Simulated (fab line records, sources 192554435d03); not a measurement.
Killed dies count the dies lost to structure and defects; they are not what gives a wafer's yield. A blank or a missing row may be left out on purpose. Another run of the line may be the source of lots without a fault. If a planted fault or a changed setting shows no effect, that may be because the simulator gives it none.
Matching of chambers / flow n5Finfet / 3 sister chambers for N5_BEOL_M3_CO_CAP_55 on cvdCo-01
The step material Co, precursor CCTBA/H2, target thk 2 nm, time 102.1 s. 6 wafers are shown with their chamber, then 7 later ones without.

WAFERS, EACH WITH ITS CHAMBER
wafer=L078.1; chamber=1; heaterPowerW (W)=246; chamberPressureTorr (Torr)=30.01
wafer=L078.5; chamber=2; heaterPowerW (W)=229; chamberPressureTorr (Torr)=29.99
wafer=L087.2; chamber=1; heaterPowerW (W)=248; chamberPressureTorr (Torr)=29.96
wafer=L087.6; chamber=0; heaterPowerW (W)=263; chamberPressureTorr (Torr)=29.97
wafer=L088.1; chamber=0; heaterPowerW (W)=266; chamberPressureTorr (Torr)=30.01
wafer=L088.4; chamber=2; heaterPowerW (W)=229; chamberPressureTorr (Torr)=29.99

WAFERS WITHOUT THEIR CHAMBER
wafer=L088.6; heaterPowerW (W)=265; chamberPressureTorr (Torr)=29.97
wafer=L089.2; heaterPowerW (W)=246; chamberPressureTorr (Torr)=29.97
wafer=L089.3; heaterPowerW (W)=226; chamberPressureTorr (Torr)=30.08
wafer=L089.5; heaterPowerW (W)=231; chamberPressureTorr (Torr)=30.07
wafer=L092.2; heaterPowerW (W)=268; chamberPressureTorr (Torr)=29.98
wafer=L092.3; heaterPowerW (W)=233; chamberPressureTorr (Torr)=30.04
wafer=L092.5; heaterPowerW (W)=262; chamberPressureTorr (Torr)=30.01

WHICH CHAMBER EACH ONE RAN IN
wafer=L088.6; from the rows above=0; in truth=0
wafer=L089.2; from the rows above=1; in truth=1
wafer=L089.3; from the rows above=2; in truth=2
wafer=L089.5; from the rows above=2; in truth=2
wafer=L092.2; from the rows above=0; in truth=0
wafer=L092.3; from the rows above=2; in truth=2
wafer=L092.5; from the rows above=0; in truth=0
Correctly placed: 7 of 7. From these rows, 0 cannot be placed. Placed wrongly: 0.
How it was worked out, from the rows above alone: a wafer's distance from a chamber is the root of the sum, over the readings, of the square of ((its reading less the chamber's mean) divided by the reading's scatter). If the next closest chamber is less than 2 further off than the closest, the wafer can't be placed; otherwise it belongs to the closest. The mean given for a chamber averages the wafers shown for that chamber. How the scatter is found: for the shown wafers, subtract from each reading the mean of its chamber, square and add these, divide the total by (wafers less chambers), then take the root.
